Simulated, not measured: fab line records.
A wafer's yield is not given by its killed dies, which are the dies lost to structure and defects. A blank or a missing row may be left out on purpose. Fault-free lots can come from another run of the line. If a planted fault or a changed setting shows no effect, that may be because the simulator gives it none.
fab line records | flow nand_harc | part 1 of 2: steps 1 to 25 of 40
record lots=5 | wafers=15 | last_day=34
route steps=1302 shown A_M1@1171 A_BONDPAD@1202
lots that met no fault: from a run of the same line without faults
start_h: the number of hours between the record's first day and the start of the first shown wafer of the lot | wait_h: how many hours have passed since the lot's step before this one | " the same as in the row above | L1.1+2: a single row standing in for several wafers | - no value present, or no start provided | * or withheld: withheld | < > ~ a bound
route shown NAME@n: names a module that has steps shown in the file, with the first one's number in the route | usual: mean/standard deviation taken from wafers without a fault | same: alike in all rows | chamber/n: place in a boat | sites: per-site readings | _std_site: standard deviation across them | _edge_site: outer sites' mean less inner sites' | radius_mm: for every site, how far away it sits from the centre of the wafer | mask NAME#n: copy n | behind: the most recent tool/chamber to have shaped the wafer | hold: what put the lot on hold/how long, in hours/how the hold closed | device: the n, p or np transistor that did not switch | end of line: the same wafers' tests at the end of the route | where a step has no rows: the recipe by itself | killed: dies that structure and defects cost at the first sort, which is not the same as the wafer's yield | map: dies across one wafer; x = killed, . = not, _ = none there
set.NAME: the setting that was run; set.NAME@STEP: the one run at that earlier step | model.NAME: the simulator's own value behind a step, which no gauge read
certain route steps with their lots: each step a table, each wafer a row
services: a tool's chamber out of use, with start hour (start_h, from the record's first day; less than 0 if before it), hours out, and reason
## steps
# step NHARC_A_M1_HMDS_02
# recipe time_s=30
lot.wafer  | tool           | chamber | start_h | wait_h
L076.2+5+6 | litho_track-06 | 0       | -       | -
L081.3+5+6 | litho_track-01 | 0       | -       | -
L087.2+4+6 | litho_track-06 | 0       | -       | -
L093.2+3+5 | litho_track-01 | 0       | -       | -
L097.1+3+6 | litho_track-01 | 0       | -       | -
# step NHARC_A_M1_COAT_34
# recipe temp_c=200 | time_s=65
lot.wafer  | tool           | chamber | start_h | wait_h
L076.2+5+6 | litho_track-06 | 0       | -       | -
L081.3+5+6 | litho_track-01 | 0       | -       | -
L087.2+4+6 | litho_track-06 | 0       | -       | -
L093.2+3+5 | litho_track-01 | 0       | -       | -
L097.1+3+6 | litho_track-01 | 0       | -       | -
# step NHARC_A_M1_COAT_03
# recipe spin_rpm=1500 | resist_thk_nm=90
lot.wafer  | tool           | chamber | start_h | wait_h
L076.2+5+6 | litho_track-06 | 0       | -       | -
L081.3+5+6 | litho_track-01 | 0       | -       | -
L087.2+4+6 | litho_track-06 | 0       | -       | -
L093.2+3+5 | litho_track-01 | 0       | -       | -
L097.1+3+6 | litho_track-01 | 0       | -       | -
# step NHARC_A_M1_SOFTBAKE_04
# recipe temp_c=105 | time_s=55
lot.wafer  | tool           | chamber | start_h | wait_h
L076.2+5+6 | litho_track-06 | 0       | -       | -
L081.3+5+6 | litho_track-01 | 0       | -       | -
L087.2+4+6 | litho_track-06 | 0       | -       | -
L093.2+3+5 | litho_track-01 | 0       | -       | -
L097.1+3+6 | litho_track-01 | 0       | -       | -
# step NHARC_A_M1_EBR_05
lot.wafer  | tool           | chamber | start_h | wait_h
L076.2+5+6 | litho_track-06 | 0       | -       | -
L081.3+5+6 | litho_track-01 | 0       | -       | -
L087.2+4+6 | litho_track-06 | 0       | -       | -
L093.2+3+5 | litho_track-01 | 0       | -       | -
L097.1+3+6 | litho_track-01 | 0       | -       | -
# step NHARC_A_M1_EXPOSE_06
# recipe na=1.35 | target_cd_nm=120 | dose_mj=75.13 | mask_id=A_M1
# usual reticle_temp_C=23.01/0.095
lot.wafer | tool            | chamber | start_h | wait_h | mask   | reticle_temp_C
L076.2    | arfi_scanner-03 | 0       | 547.49  | -      | A_M1#0 | 23.06
L076.5    | "               | 0       | "       | "      | A_M1#0 | 23.02
L076.6    | "               | 0       | "       | "      | A_M1#0 | 23.11
L081.3    | arfi_scanner-03 | 0       | 616.56  | -      | A_M1#0 | 23.13
L081.5    | "               | 0       | "       | "      | A_M1#0 | 23.10
L081.6    | "               | 0       | "       | "      | A_M1#0 | 23.21
L087.2    | arfi_scanner-03 | 0       | 669.14  | -      | A_M1#0 | 23.12
L087.4    | "               | 0       | "       | "      | A_M1#0 | 22.96
L087.6    | "               | 0       | "       | "      | A_M1#0 | 23.03
L093.2    | arfi_scanner-01 | 0       | 716.73  | -      | A_M1#0 | 23.08
L093.3    | "               | 0       | "       | "      | A_M1#0 | 23.12
L093.5    | "               | 0       | "       | "      | A_M1#0 | 23.07
L097.1    | arfi_scanner-01 | 0       | 765.77  | -      | A_M1#0 | 22.85
L097.3    | "               | 0       | "       | "      | A_M1#0 | 22.85
L097.6    | "               | 0       | "       | "      | A_M1#0 | 22.99
# step NHARC_A_M1_PEB_07
# recipe peb_temp_c=100 | peb_time_s=65
lot.wafer  | tool           | chamber | start_h | wait_h
L076.2+5+6 | litho_track-01 | 0       | 547.55  | 0.1
L081.3+5+6 | litho_track-01 | 0       | 616.62  | 0.0
L087.2+4+6 | litho_track-01 | 0       | 669.20  | 0.1
L093.2+3+5 | litho_track-04 | 0       | 716.78  | 0.1
L097.1+3+6 | litho_track-06 | 0       | 765.83  | 0.1
# step NHARC_A_M1_DEVELOP_08
# recipe develop_time_s=35 | dev_temp_c=23
# usual developer_temp_C=23.02/0.11
# same develop_time_s=35
lot.wafer | tool           | chamber | start_h | wait_h | developer_temp_C
L076.2    | litho_track-01 | 0       | -       | -      | 22.84
L076.5    | "              | 0       | "       | "      | 23.06
L076.6    | "              | 0       | "       | "      | 23.02
L081.3    | litho_track-01 | 0       | -       | -      | 22.85
L081.5    | "              | 0       | "       | "      | 22.85
L081.6    | "              | 0       | "       | "      | 22.95
L087.2    | litho_track-01 | 0       | -       | -      | 23.11
L087.4    | "              | 0       | "       | "      | 22.99
L087.6    | "              | 0       | "       | "      | 23.00
L093.2    | litho_track-04 | 0       | -       | -      | 22.77
L093.3    | "              | 0       | "       | "      | 22.96
L093.5    | "              | 0       | "       | "      | 22.98
L097.1    | litho_track-06 | 0       | -       | -      | 23.28
L097.3    | "              | 0       | "       | "      | 23.13
L097.6    | "              | 0       | "       | "      | 23.20
# step NHARC_A_M1_CD_MEAS_09
# recipe target_cd_nm=120 | landing_energy_ev=500
# usual cd_nm=120.3/0.67
lot.wafer | tool      | chamber | start_h | wait_h | cd_nm
L076.2    | cd_sem-03 | 0       | 547.63  | -      | 120.4
L076.5    | "         | 0       | "       | "      | 120.4
L076.6    | "         | 0       | "       | "      | 121.3
L081.3    | cd_sem-02 | 0       | 616.70  | -      | 122.1
L081.5    | "         | 0       | "       | "      | 122.0
L081.6    | "         | 0       | "       | "      | 121.1
L087.2    | cd_sem-02 | 0       | 669.28  | -      | 119.9
L087.4    | "         | 0       | "       | "      | 121.2
L087.6    | "         | 0       | "       | "      | 120.1
L093.2    | cd_sem-02 | 0       | 716.86  | -      | 121.2
L093.3    | "         | 0       | "       | "      | 119.7
L093.5    | "         | 0       | "       | "      | 120.4
L097.1    | cd_sem-03 | 0       | 765.91  | -      | 120.1
L097.3    | "         | 0       | "       | "      | 119.7
L097.6    | "         | 0       | "       | "      | 120.0
# step NHARC_A_M1_OVL_MEAS_10
# recipe pitch_nm=240
# usual overlay_x_nm=0.4/0.87 | overlay_y_nm=0.0/0.99
lot.wafer | tool       | chamber | start_h | wait_h | overlay_x_nm | overlay_y_nm
L076.2    | overlay-01 | -       | 547.71  | -      | 0.7          | -0.6
L076.5    | "          | -       | "       | "      | 0.4          | -0.9
L076.6    | "          | -       | "       | "      | 0.4          | -0.7
L081.3    | overlay-02 | -       | 616.78  | -      | -1.3         | -2.2
L081.5    | "          | -       | "       | "      | -1.1         | -1.7
L081.6    | "          | -       | "       | "      | -0.9         | -2.9
L087.2    | overlay-01 | -       | 669.36  | -      | 0.7          | 0.3
L087.4    | "          | -       | "       | "      | 0.2          | 0.1
L087.6    | "          | -       | "       | "      | 1.0          | 0.8
L093.2    | overlay-01 | -       | 716.95  | -      | 0.7          | 0.6
L093.3    | "          | -       | "       | "      | 1.2          | 0.6
L093.5    | "          | -       | "       | "      | 0.9          | 0.9
L097.1    | overlay-02 | -       | 765.99  | -      | 0.8          | -0.6
L097.3    | "          | -       | "       | "      | 0.8          | -0.2
L097.6    | "          | -       | "       | "      | 1.2          | -0.1
# step NHARC_A_M1_INSPECT_11
# usual raw_defect_count=89/39
lot.wafer | tool              | chamber | start_h | wait_h | raw_defect_count
L076.2    | defect_inspect-01 | -       | 547.75  | 0.0    | 56
L076.5    | "                 | -       | "       | "      | 67
L076.6    | "                 | -       | "       | "      | 54
L081.3    | defect_inspect-02 | -       | 616.82  | 0.0    | 28
L081.5    | "                 | -       | "       | "      | 32
L081.6    | "                 | -       | "       | "      | 26
L087.2    | defect_inspect-02 | -       | 669.40  | 0.0    | 77
L087.4    | "                 | -       | "       | "      | 69
L087.6    | "                 | -       | "       | "      | 77
L093.2    | defect_inspect-02 | -       | 716.99  | 0.0    | 142
L093.3    | "                 | -       | "       | "      | 154
L093.5    | "                 | -       | "       | "      | 160
L097.1    | defect_inspect-01 | -       | 766.03  | 0.0    | 130
L097.3    | "                 | -       | "       | "      | 134
L097.6    | "                 | -       | "       | "      | 136
# step NHARC_A_M1_DESCUM_14
# recipe time_s=3 | o2_flow_sccm=200 | ar_flow_sccm=0 | bias_power_w=0 | chemistry=O2
# usual drypump_motor_current_A=5.7/0.51 | oes_product_au=0.995/0.0095 | rf_vpp_V=57.8/0.84 | showerhead_plenum_p_Torr=1.91/0.068 | throttle_valve_pct=11.312/0.0098
# same bias_power_w=0
lot.wafer | tool        | chamber | start_h | wait_h | drypump_motor_current_A | oes_product_au | rf_hours_counter_h | rf_vpp_V | showerhead_plenum_p_Torr | throttle_valve_pct
L076.2    | rie_diel-03 | 2       | 547.81  | 0.1    | 5.9                     | 1.008          | 4.9                | 58.0     | 1.94                     | 11.305
L076.6    | "           | 2       | "       | "      | 5.9                     | 1.017          | -                  | 57.5     | 1.93                     | 11.322
L076.5    | "           | 3       | "       | "      | 6.1                     | 0.988          | -                  | 57.2     | 1.81                     | 11.318
L081.3    | rie_diel-02 | 3       | 616.90  | 0.1    | 6.4                     | 1.009          | 2.3                | 58.3     | 1.99                     | 11.312
L081.5    | "           | 1       | "       | "      | 6.1                     | 1.004          | -                  | 58.1     | 1.99                     | 11.317
L081.6    | "           | 2       | "       | "      | 4.9                     | 0.987          | -                  | 58.7     | 1.89                     | 11.309
L087.2    | rie_diel-02 | 0       | 669.47  | 0.1    | 5.1                     | 0.992          | 5.7                | 57.4     | 1.81                     | 11.320
L087.4    | "           | 2       | "       | "      | 4.9                     | 0.985          | 5.7                | 57.4     | 1.89                     | 11.319
L087.6    | "           | 3       | "       | "      | 6.4                     | 1.001          | -                  | 58.0     | 1.98                     | 11.320
L093.2    | rie_diel-03 | 1       | 717.05  | 0.1    | 6.1                     | 0.998          | 4.2                | 56.8     | 1.91                     | 11.318
L093.3    | "           | 0       | "       | "      | 5.4                     | 1.002          | 4.7                | 57.3     | 1.94                     | 11.311
L093.5    | "           | 1       | "       | "      | 6.1                     | 0.999          | -                  | 57.7     | 1.91                     | 11.319
L097.1    | rie_diel-02 | 0       | 766.09  | 0.1    | 5.1                     | 1.008          | 0.1                | 57.6     | 1.81                     | 11.315
L097.3    | "           | 1       | "       | "      | 6.1                     | 1.001          | 0.2                | 58.6     | 1.99                     | 11.312
L097.6    | "           | 3       | "       | "      | 6.4                     | 1.005          | -                  | 57.4     | 1.98                     | 11.327
# step NHARC_A_M1_ETCH_35
# recipe target_depth_a=400 | overetch_a=120 | time_s=43.94 | ion_energy_ev=200 | n2_flow_sccm=150 | h2_flow_sccm=150 | ar_flow_sccm=0 | rf_w=400 | bias_w=150 | chemistry=N2/H2
# usual drypump_motor_current_A=5.7/0.5 | oes_product_au=0.997/0.01 | rf_vpp_V=430.5/2.4 | showerhead_plenum_p_Torr=2.04/0.079 | throttle_valve_pct=14.170/0.0096
lot.wafer | tool        | chamber | start_h | wait_h | drypump_motor_current_A | oes_product_au | rf_hours_counter_h | rf_vpp_V | showerhead_plenum_p_Torr | throttle_valve_pct
L076.2    | rie_diel-03 | 2       | 547.91  | 0.1    | 5.9                     | 1.000          | 4.9                | 430.5    | 2.06                     | 14.163
L076.6    | "           | 0       | "       | "      | 5.5                     | 1.012          | -                  | 430.6    | 2.07                     | 14.158
L076.5    | "           | 1       | "       | "      | 6.1                     | 0.987          | -                  | 430.1    | 2.04                     | 14.174
L081.3    | rie_diel-02 | 0       | 616.97  | 0.1    | 5.1                     | 0.994          | 2.4                | 427.5    | 1.93                     | 14.163
L081.6    | "           | 3       | "       | "      | 6.4                     | 1.013          | -                  | 430.6    | 2.12                     | 14.182
L081.5    | "           | 0       | "       | "      | 5.1                     | 1.001          | -                  | 428.7    | 1.93                     | 14.189
L087.2    | rie_diel-02 | 2       | 669.56  | 0.1    | 4.9                     | 0.996          | 5.7                | 428.8    | 2.02                     | 14.161
L087.4    | "           | 3       | "       | "      | 6.4                     | 1.015          | 5.4                | 432.5    | 2.12                     | 14.170
L087.6    | "           | 1       | "       | "      | 6.0                     | 1.002          | -                  | 433.9    | 2.13                     | 14.182
L093.2    | rie_diel-03 | 1       | 717.14  | 0.1    | 6.1                     | 0.988          | 4.2                | 430.7    | 2.04                     | 14.181
L093.3    | "           | 2       | "       | "      | 5.9                     | 0.988          | 4.0                | 430.5    | 2.06                     | 14.177
L093.5    | "           | 3       | "       | "      | 6.2                     | 0.997          | -                  | 428.4    | 1.92                     | 14.174
L097.1    | rie_diel-02 | 0       | 766.20  | 0.1    | 5.1                     | 1.000          | 0.1                | 425.7    | 1.93                     | 14.170
L097.3    | "           | 1       | "       | "      | 6.1                     | 0.996          | 0.2                | 433.8    | 2.12                     | 14.161
L097.6    | "           | 1       | "       | "      | 6.1                     | 0.998          | -                  | 433.2    | 2.12                     | 14.159
# step NHARC_A_M1_ETCH_15
# recipe target_depth_a=1825 | time_s=91.2 | c4f8_flow_sccm=withheld | ar_flow_sccm=400 | rf_w=600 | bias_w=300 | chemistry=C4F8/Ar
# usual oes_product_au=0.953/0.024 | rf_vpp_V=440.6/2.3
lot.wafer | tool        | chamber | start_h | wait_h | oes_product_au | rf_hours_counter_h | rf_vpp_V
L076.2    | rie_diel-03 | 1       | -       | -      | 0.960          | 5.3                | 441.3
L076.6    | "           | 3       | "       | "      | 0.949          | -                  | 438.3
L076.5    | "           | 0       | "       | "      | 0.982          | -                  | 441.4
L081.3    | rie_diel-02 | 1       | -       | -      | 0.961          | 2.6                | 444.0
L081.6    | "           | 3       | "       | "      | 0.991          | -                  | 443.2
L081.5    | "           | 0       | "       | "      | 0.971          | -                  | 438.5
L087.4    | rie_diel-02 | 1       | -       | -      | 0.983          | 5.3                | 444.2
L087.2    | "           | 3       | "       | "      | 0.983          | 5.4                | 444.3
L087.6    | "           | 0       | "       | "      | 0.954          | -                  | 439.0
L093.3    | rie_diel-03 | 1       | -       | -      | 0.969          | 4.2                | 441.4
L093.2    | "           | 2       | "       | "      | 0.959          | 4.0                | 440.8
L093.5    | "           | 2       | "       | "      | 0.957          | -                  | 441.1
L097.1    | rie_diel-02 | 1       | -       | -      | 0.967          | 0.2                | 444.0
L097.3    | "           | 0       | "       | "      | 0.979          | 0.2                | 437.5
L097.6    | "           | 1       | "       | "      | 0.965          | -                  | 442.8
# step NHARC_A_M1_CD_MEAS_16
# usual cd_nm=120.2/0.93
lot.wafer | tool      | chamber | start_h | wait_h | cd_nm
L076.2    | cd_sem-03 | -       | 548.11  | -      | 120.7
L076.5    | "         | -       | "       | "      | 119.5
L076.6    | "         | -       | "       | "      | 122.3
L081.3    | cd_sem-03 | -       | 617.19  | -      | 122.8
L081.5    | "         | -       | "       | "      | 122.4
L081.6    | "         | -       | "       | "      | 122.4
L087.2    | cd_sem-03 | -       | 669.77  | -      | 120.7
L087.4    | "         | -       | "       | "      | 120.9
L087.6    | "         | -       | "       | "      | 121.0
L093.2    | cd_sem-01 | -       | 717.35  | -      | 120.8
L093.3    | "         | -       | "       | "      | 120.3
L093.5    | "         | -       | "       | "      | 120.1
L097.1    | cd_sem-01 | -       | 766.44  | -      | 120.2
L097.3    | "         | -       | "       | "      | 119.9
L097.6    | "         | -       | "       | "      | 120.0
# step NHARC_A_M1_STRIP_18
# recipe power_w=1000 | n2_flow_sccm=150 | h2_flow_sccm=150 | ar_flow_sccm=0 | bias_w=0 | chemistry=N2/H2
# usual drypump_motor_current_A=5.7/0.56 | oes_product_au=0.996/0.01 | rf_vpp_V=90.8/0.83 | showerhead_plenum_p_Torr=2.04/0.079 | throttle_valve_pct=14.171/0.0087
lot.wafer | tool        | chamber | start_h | wait_h | drypump_motor_current_A | oes_product_au | rf_hours_counter_h | rf_vpp_V | showerhead_plenum_p_Torr | throttle_valve_pct
L076.2    | rie_diel-02 | 2       | 548.26  | 0.1    | 4.9                     | 1.004          | 8                  | 90.7     | 2.02                     | 14.172
L076.5    | "           | 3       | "       | "      | 6.5                     | 1.013          | -                  | 91.5     | 2.12                     | 14.193
L076.6    | "           | 0       | "       | "      | 5.1                     | 0.981          | -                  | 91.0     | 1.93                     | 14.172
L081.3    | rie_diel-05 | 2       | 617.29  | 0.1    | 5.5                     | 0.991          | 1                  | 91.0     | 2.17                     | 14.163
L081.5    | "           | 1       | "       | "      | 4.9                     | 0.981          | -                  | 90.2     | 2.06                     | 14.189
L081.6    | "           | 2       | "       | "      | 5.5                     | 0.993          | -                  | 90.5     | 2.17                     | 14.154
L087.2    | rie_diel-05 | 3       | 669.87  | 0.1    | 5.5                     | 0.998          | 2                  | 90.0     | 1.94                     | 14.143
L087.4    | "           | 1       | "       | "      | 4.9                     | 0.982          | 3                  | 91.0     | 2.06                     | 14.168
L087.6    | "           | 2       | "       | "      | 5.5                     | 0.996          | -                  | 91.4     | 2.17                     | 14.168
L093.2    | rie_diel-02 | 2       | 717.45  | 0.1    | 4.9                     | 0.995          | 8                  | 89.5     | 2.02                     | 14.161
L093.3    | "           | 0       | "       | "      | 5.1                     | 0.992          | 8                  | 89.4     | 1.93                     | 14.169
L093.5    | "           | 2       | "       | "      | 4.9                     | 1.002          | -                  | 91.9     | 2.02                     | 14.170
L097.1    | rie_diel-02 | 1       | 766.52  | 0.1    | 6.1                     | 0.992          | 0                  | 91.7     | 2.12                     | 14.163
L097.3    | "           | 0       | "       | "      | 5.1                     | 1.003          | 0                  | 88.8     | 1.93                     | 14.182
L097.6    | "           | 1       | "       | "      | 6.0                     | 0.996          | -                  | 90.7     | 2.12                     | 14.168
# step NHARC_A_M1_ETCH_28
# recipe target_depth_a=300 | over_etch_frac=0.3 | time_s=72.99 | ion_energy_ev=150 | cf4_flow_sccm=50 | n2_flow_sccm=100 | ar_flow_sccm=150 | rf_w=300 | bias_w=100 | chemistry=CF4/N2
# usual drypump_motor_current_A=5.7/0.54 | oes_product_au=0.997/0.012 | rf_vpp_V=314.3/1.8 | showerhead_plenum_p_Torr=2.64/0.097 | throttle_valve_pct=19.792/0.0097
lot.wafer | tool        | chamber | start_h | wait_h | drypump_motor_current_A | oes_product_au | rf_hours_counter_h | rf_vpp_V | showerhead_plenum_p_Torr | throttle_valve_pct
L076.2    | rie_diel-02 | 3       | -       | -      | 6.5                     | 1.008          | 8                  | 316.5    | 2.72                     | 19.792
L076.6    | "           | 1       | "       | "      | 6.1                     | 0.997          | -                  | 316.2    | 2.73                     | 19.799
L076.5    | "           | 2       | "       | "      | 4.9                     | 1.000          | -                  | 313.9    | 2.60                     | 19.791
L081.3    | rie_diel-05 | 3       | -       | -      | 5.6                     | 0.982          | 1                  | 312.2    | 2.51                     | 19.791
L081.5    | "           | 2       | "       | "      | 5.5                     | 1.002          | -                  | 317.2    | 2.78                     | 19.782
L081.6    | "           | 3       | "       | "      | 5.6                     | 0.986          | -                  | 312.7    | 2.51                     | 19.795
L087.4    | rie_diel-05 | 3       | -       | -      | 5.6                     | 0.996          | 2                  | 311.9    | 2.51                     | 19.780
L087.2    | "           | 0       | "       | "      | 6.4                     | 1.000          | 2                  | 312.1    | 2.58                     | 19.811
L087.6    | "           | 2       | "       | "      | 5.5                     | 1.002          | -                  | 317.2    | 2.77                     | 19.798
L093.2    | rie_diel-02 | 1       | -       | -      | 6.1                     | 0.984          | 8                  | 316.0    | 2.73                     | 19.785
L093.3    | "           | 2       | "       | "      | 4.9                     | 0.972          | 8                  | 313.8    | 2.60                     | 19.783
L093.5    | "           | 0       | "       | "      | 5.1                     | 0.987          | -                  | 311.5    | 2.49                     | 19.794
L097.1    | rie_diel-02 | 3       | -       | -      | 6.5                     | 1.012          | 0                  | 314.9    | 2.72                     | 19.796
L097.3    | "           | 0       | "       | "      | 5.1                     | 1.003          | 0                  | 311.9    | 2.49                     | 19.790
L097.6    | "           | 0       | "       | "      | 5.1                     | 1.002          | -                  | 312.5    | 2.49                     | 19.778
# step NHARC_A_M1_STRIP_19
# recipe time_s=600 | temp_c=30 | chemistry=post_etch_residue_remover
# usual temp_c=30.01/0.1
lot.wafer | tool         | chamber | start_h | wait_h | temp_c
L076.2    | wet_bench-10 | 6       | 548.57  | -      | 30.03
L076.6    | "            | 7       | "       | "      | 30.11
L076.5    | "            | 1       | "       | "      | 29.77
L081.6    | wet_bench-08 | 0       | 617.65  | -      | 30.16
L081.5    | "            | 2       | "       | "      | 29.90
L081.3    | "            | 3       | "       | "      | 29.99
L087.4    | wet_bench-08 | 5       | 670.21  | -      | 30.00
L087.6    | "            | 7       | "       | "      | 29.98
L087.2    | "            | 1       | "       | "      | 29.98
L093.5    | wet_bench-10 | 1       | 717.80  | -      | 30.03
L093.2    | "            | 2       | "       | "      | 29.86
L093.3    | "            | 5       | "       | "      | 30.06
L097.3    | wet_bench-10 | 3       | 766.97  | -      | 29.99
L097.1    | "            | 4       | "       | "      | 30.04
L097.6    | "            | 6       | "       | "      | 29.92
# step NHARC_A_M1_DEGAS_29
# recipe temp_c=250 | time_s=60
# usual heater_power_w=350/49
lot.wafer | tool           | chamber | start_h | wait_h | heater_power_w
L076.2    | pvd_sputter-02 | -       | 548.85  | -      | 338
L076.6    | "              | -       | "       | "      | 435
L076.5    | "              | -       | "       | "      | 314
L081.3    | pvd_sputter-02 | -       | 617.96  | -      | 346
L081.6    | "              | -       | "       | "      | 344
L081.5    | "              | -       | "       | "      | 456
L087.4    | pvd_sputter-01 | -       | 670.54  | -      | 303
L087.2    | "              | -       | "       | "      | 311
L087.6    | "              | -       | "       | "      | 316
L093.3    | pvd_sputter-01 | -       | 718.08  | -      | 233
L093.2    | "              | -       | "       | "      | 307
L093.5    | "              | -       | "       | "      | 318
L097.3    | pvd_sputter-02 | -       | 767.23  | -      | 328
L097.1    | "              | -       | "       | "      | 323
L097.6    | "              | -       | "       | "      | 326
# step NHARC_A_M1_PRE_CLEAN_30
# recipe time_s=30 | temp_c=280 | gas=H2/He
# usual heater_power_w=431/59
lot.wafer | tool           | chamber | start_h | wait_h | heater_power_w
L076.2    | pvd_sputter-02 | -       | -       | -      | 389
L076.6    | "              | -       | "       | "      | 389
L076.5    | "              | -       | "       | "      | 429
L081.3    | pvd_sputter-02 | -       | -       | -      | 421
L081.6    | "              | -       | "       | "      | 390
L081.5    | "              | -       | "       | "      | 423
L087.4    | pvd_sputter-01 | -       | -       | -      | 382
L087.2    | "              | -       | "       | "      | 366
L087.6    | "              | -       | "       | "      | 374
L093.3    | pvd_sputter-01 | -       | -       | -      | 363
L093.2    | "              | -       | "       | "      | 296
L093.5    | "              | -       | "       | "      | 376
L097.3    | pvd_sputter-02 | -       | -       | -      | 407
L097.1    | "              | -       | "       | "      | 415
L097.6    | "              | -       | "       | "      | 397
# step NHARC_A_M1_PVD_20
# recipe target_thk_a=50 | bias_v=168.6 | power_w=15000 | chamber_pressure_pa=0.12 | time_s=8.06 | substrate_temp_c=50 | material=TaN
# usual throttle_valve_pct=29.4/0.97
lot.wafer | tool           | chamber | start_h | wait_h | throttle_valve_pct
L076.2    | pvd_sputter-02 | -       | -       | -      | 30.9
L076.6    | "              | -       | "       | "      | 30.8
L076.5    | "              | -       | "       | "      | 28.0
L081.3    | pvd_sputter-02 | -       | -       | -      | 31.1
L081.5    | "              | -       | "       | "      | 28.2
L081.6    | "              | -       | "       | "      | 28.8
L087.4    | pvd_sputter-01 | -       | -       | -      | 31.3
L087.2    | "              | -       | "       | "      | 31.1
L087.6    | "              | -       | "       | "      | 30.8
L093.2    | pvd_sputter-01 | -       | -       | -      | 30.9
L093.3    | "              | -       | "       | "      | 30.1
L093.5    | "              | -       | "       | "      | 31.0
L097.1    | pvd_sputter-02 | -       | -       | -      | 29.7
L097.3    | "              | -       | "       | "      | 28.3
L097.6    | "              | -       | "       | "      | 30.0
# step NHARC_A_M1_PVD_21
# recipe target_thk_a=300 | chamber_pressure_pa=5 | power_w=5000 | substrate_temp_c=30 | time_s=20.49 | material=Cu
# usual throttle_valve_pct=29.4/0.93
lot.wafer | tool           | chamber | start_h | wait_h | throttle_valve_pct
L076.2    | pvd_sputter-02 | -       | -       | -      | 29.3
L076.5    | "              | -       | "       | "      | 27.8
L076.6    | "              | -       | "       | "      | 28.9
L081.3    | pvd_sputter-02 | -       | -       | -      | 28.8
L081.6    | "              | -       | "       | "      | 28.8
L081.5    | "              | -       | "       | "      | 29.8
L087.2    | pvd_sputter-01 | -       | -       | -      | 31.0
L087.4    | "              | -       | "       | "      | 30.1
L087.6    | "              | -       | "       | "      | 31.4
L093.2    | pvd_sputter-01 | -       | -       | -      | 29.9
L093.3    | "              | -       | "       | "      | 31.2
L093.5    | "              | -       | "       | "      | 29.8
L097.3    | pvd_sputter-02 | -       | -       | -      | 29.8
L097.1    | "              | -       | "       | "      | 28.4
L097.6    | "              | -       | "       | "      | 29.9
# step NHARC_A_M1_ECD_22
# recipe target_thk_a=4000 | bath_temp_c=25 | material=Cu
# usual bath_temp_c=24.99/0.1
lot.wafer | tool      | chamber | start_h | wait_h | bath_temp_c
L076.2    | ecd_cu-02 | 0       | 549.19  | -      | 24.94
L076.6    | "         | 0       | "       | "      | 24.92
L076.5    | "         | 1       | "       | "      | 24.90
L081.3    | ecd_cu-02 | 1       | 618.43  | -      | 25.03
L081.5    | "         | 1       | "       | "      | 25.01
L081.6    | "         | 0       | "       | "      | 24.96
L087.2    | ecd_cu-02 | 0       | 670.94  | -      | 24.92
L087.4    | "         | 0       | "       | "      | 24.89
L087.6    | "         | 0       | "       | "      | 24.96
L093.2    | ecd_cu-01 | 0       | 718.44  | -      | 24.83
L093.3    | "         | 1       | "       | "      | 24.99
L093.5    | "         | 1       | "       | "      | 25.03
L097.1    | ecd_cu-02 | 1       | 767.59  | -      | 24.73
L097.3    | "         | 0       | "       | "      | 24.75
L097.6    | "         | 1       | "       | "      | 24.93
# step NHARC_A_M1_ANNEAL_31
# recipe temp_c=225 | time_s=90
# usual wafer_temp_C_max=225.93/0.23
lot.wafer | tool          | chamber | start_h | wait_h | wafer_temp_C_max
L076.2    | rtp_anneal-01 | 0       | 549.62  | 0.4    | 225.80
L076.5    | "             | 0       | "       | "      | 225.89
L076.6    | "             | 0       | "       | "      | 226.29
L081.3    | rtp_anneal-02 | 0       | 618.81  | 0.3    | 226.01
L081.5    | "             | 0       | "       | "      | 226.06
L081.6    | "             | 0       | "       | "      | 225.84
L087.2    | rtp_anneal-02 | 0       | 671.32  | 0.3    | 225.81
L087.4    | "             | 0       | "       | "      | 225.85
L087.6    | "             | 0       | "       | "      | 225.72
L093.2    | rtp_anneal-02 | 0       | 718.90  | 0.4    | 226.37
L093.3    | "             | 0       | "       | "      | 225.96
L093.5    | "             | 0       | "       | "      | 225.95
L097.1    | rtp_anneal-02 | 0       | 767.96  | -      | 225.93
L097.3    | "             | 0       | "       | "      | 225.56
L097.6    | "             | 0       | "       | "      | 226.05
# step NHARC_A_M1_CMP_23
# recipe t_overpolish_s=20 | target_thk_nm=154.34
# usual motor_current_A=11.8/1.2 | time_to_endpoint_s=28.8/2.9
lot.wafer | tool   | chamber | start_h | wait_h | motor_current_A | time_to_endpoint_s
L076.2    | cmp-01 | 2       | 549.97  | -      | 11.6            | 26.8
L076.6    | "      | 0       | "       | "      | 9.5             | 28.6
L076.5    | "      | 1       | "       | "      | 12.2            | 29.5
L081.3    | cmp-04 | 3       | 619.09  | -      | 12.5            | 27.9
L081.5    | "      | 2       | "       | "      | 10.6            | 32.1
L081.6    | "      | 3       | "       | "      | 11.7            | 27.1
L087.4    | cmp-01 | 0       | 671.61  | -      | 9.5             | 30.3
L087.2    | "      | 1       | "       | "      | 13.0            | 29.0
L087.6    | "      | 0       | "       | "      | 9.4             | 30.6
L093.3    | cmp-02 | 1       | 719.22  | -      | 14.6            | 29.3
L093.2    | "      | 2       | "       | "      | 11.6            | 33.6
L093.5    | "      | 0       | "       | "      | 11.8            | 31.8
L097.3    | cmp-04 | 1       | 768.34  | -      | 11.4            | 28.1
L097.1    | "      | 3       | "       | "      | 12.2            | 30.5
L097.6    | "      | 1       | "       | "      | 11.4            | 29.2
